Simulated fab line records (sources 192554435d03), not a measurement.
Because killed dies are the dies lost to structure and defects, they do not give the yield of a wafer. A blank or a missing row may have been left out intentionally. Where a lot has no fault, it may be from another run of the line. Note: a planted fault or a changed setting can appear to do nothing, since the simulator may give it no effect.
Chamber matching / flow n5-finfet / 4 sister chambers for N5_GATE_CUT_ETCH_36 on rie-diel-06
The step etches SiARC in CF4, target depth 13 nm, time 21.7 s. 4 wafers are shown with their chamber, then 8 later ones without.

## WAFERS PAIRED WITH THEIR CHAMBERS
wafer=L086.2; chamber=2; drypump-motor-current-A (A)=6.7
wafer=L089.4; chamber=3; drypump-motor-current-A (A)=5.6
wafer=L089.5; chamber=1; drypump-motor-current-A (A)=5.7
wafer=L092.1; chamber=0; drypump-motor-current-A (A)=6.4

## WAFERS WITHOUT THEIR CHAMBER
wafer=L092.2; drypump-motor-current-A (A)=6.7
wafer=L092.3; drypump-motor-current-A (A)=5.8
wafer=L094.2; drypump-motor-current-A (A)=6.5
wafer=L094.3; drypump-motor-current-A (A)=6.7
wafer=L094.4; drypump-motor-current-A (A)=5.8
wafer=L095.3; drypump-motor-current-A (A)=5.8
wafer=L095.4; drypump-motor-current-A (A)=6.7
wafer=L095.5; drypump-motor-current-A (A)=6.7

## WHICH CHAMBER EACH ONE RAN IN
wafer=L092.2; from the rows above=2; in truth=2
wafer=L092.3; from the rows above=can't be placed: 1 or 3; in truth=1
wafer=L094.2; from the rows above=can't be placed: 0 or 2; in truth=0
wafer=L094.3; from the rows above=2; in truth=2
wafer=L094.4; from the rows above=can't be placed: 1 or 3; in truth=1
wafer=L095.3; from the rows above=can't be placed: 1 or 3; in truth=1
wafer=L095.4; from the rows above=2; in truth=2
wafer=L095.5; from the rows above=2; in truth=2
Correct placement for 4 of the 8. Unplaceable from these rows: 4, with the true chamber sitting among the candidates in 4. Placed wrongly: 0.
How it was worked out, from the rows above alone: a wafer's distance from a chamber is the root of the sum, over the readings, of the square of ((its reading less the chamber's mean) divided by the reading's scatter). If the next closest chamber is less than 2 further off than the closest, the wafer can't be placed; otherwise it belongs to the closest. The mean given for a chamber averages the wafers shown for that chamber. The scatter: with one shown wafer a chamber, the root of the mean of the squares of how far each hidden wafer lies from its nearest shown one.
